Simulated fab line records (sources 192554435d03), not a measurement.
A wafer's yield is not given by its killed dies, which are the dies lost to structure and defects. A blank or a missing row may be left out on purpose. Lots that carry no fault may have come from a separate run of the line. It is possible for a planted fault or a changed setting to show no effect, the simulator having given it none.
Split-lot experiment    flow n5-finfet    route with 1938 steps; 7 lots, 21 wafers read

== ABOUT THE SPLIT ==
At N5_BEOL_M10_VIA_ETCH_34 (etches SiCOH lowk in C4F6/O2, target depth 184.5 nm, time 69.2 s), the setting source-w was moved away from the recipe's 345 W on 10 of the 21 wafers read, by -15.6% to +4.6%. The other wafers ran this setting at the recipe's value.

Reading taken at the split's own step.

== THE READING ==
rf-vpp-V, in V, at N5_BEOL_M10_VIA_ETCH_34 (etches SiCOH lowk in C4F6/O2, target depth 184.5 nm, time 69.2 s). A value of 666 V with a standard deviation of 9.5 V is what fault-free wafers of this fab line usually give.

wafer   tool, chamber at the split  source-w as run, W  against the recipe  rf-vpp-V, V  against lot-mates on the recipe
L076.1  rie-diel-01, 0              345                 recipe              671          -
L076.3  rie-diel-01, 3              345                 recipe              667          -
L076.4  rie-diel-01, 1              345                 recipe              660          -
L086.2  rie-diel-01, 3              345                 recipe              668          -
L086.3  rie-diel-01, 1              327.6               -5.0%               689          +21
L086.4  rie-diel-01, 1              327.6               -5.0%               689          +21
L087.1  rie-diel-06, 0              321.1               -6.9%               704          +52
L087.2  rie-diel-06, 1              345                 recipe              652          -
L087.6  rie-diel-06, 0              321.1               -6.9%               704          +52
L089.1  rie-diel-01, 2              345                 recipe              652          -
L089.4  rie-diel-01, 0              345                 recipe              670          -
L089.5  rie-diel-01, 1              345                 recipe              669          -
L092.2  rie-diel-01, 1              360.8               +4.6%               656          +5
L092.3  rie-diel-01, 2              345                 recipe              651          -
L092.4  rie-diel-01, 2              360.8               +4.6%               637          -14
L090.2  rie-diel-01, 2              345                 recipe              650          -
L090.4  rie-diel-01, 1              291.3               -15.6%              733          +83
L090.5  rie-diel-01, 1              291.3               -15.6%              733          +83
L094.1  rie-diel-01, 2              345                 recipe              651          -
L094.5  rie-diel-01, 1              320.2               -7.2%               696          +45
L094.6  rie-diel-01, 0              320.2               -7.2%               696          +45

THE FIT
A straight line over all 21 wafers: rf-vpp-V changes by -4.71 V for each +1% of source-w; r = -0.95; the points scatter about the line by 8.3 V.
The same after taking each lot's own level away (the mean of its wafers on the recipe; 21 wafers): -5.1 V for each +1%; r = -0.95; scatter 9.1 V.
On that fit, the largest move of source-w shifts the reading by 79 V.
Measured against the standard deviation above, the lots' own levels, which go from 650.0 to 668.0 V, span 1.9 times it.
Consequently the slope shifts little with the lot-to-lot level, the two slopes agreeing.
Check: +83.6 V against its lot-mates is what the line predicts for one of the wafers moved furthest among these (-15.6%) when that wafer is left out of the fit. Against them it came out at +83 V.
Tool readings at the split's step, against how far the setting was moved: rf-vpp-V r = -0.95.

== THE OTHER SPLITS THESE WAFERS WENT THROUGH ==
Other splits were also applied to these wafers ahead of the reading. Each is held against what the fit with the lots' levels taken away leaves over:
other split on the same wafers    wafers away from the commonest value  r with rf-vpp-V (lot level and that fit taken away)
N5_BEOL_M7_TRENCH_ETCH_37 time-s  4                                     +0.01
N5_BEOL_M8_TRENCH_ETCH_37 time-s  8                                     +0.24
N5_BEOL_M9_ILD_DEP_00 time-s      9                                     -0.11
N5_BEOL_M9_PECVD_70 time-s        8                                     -0.28

== FILE'S OWN FIT ==
rf-vpp-V changes by -5.39 V for each +1% of source-w, r = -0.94.
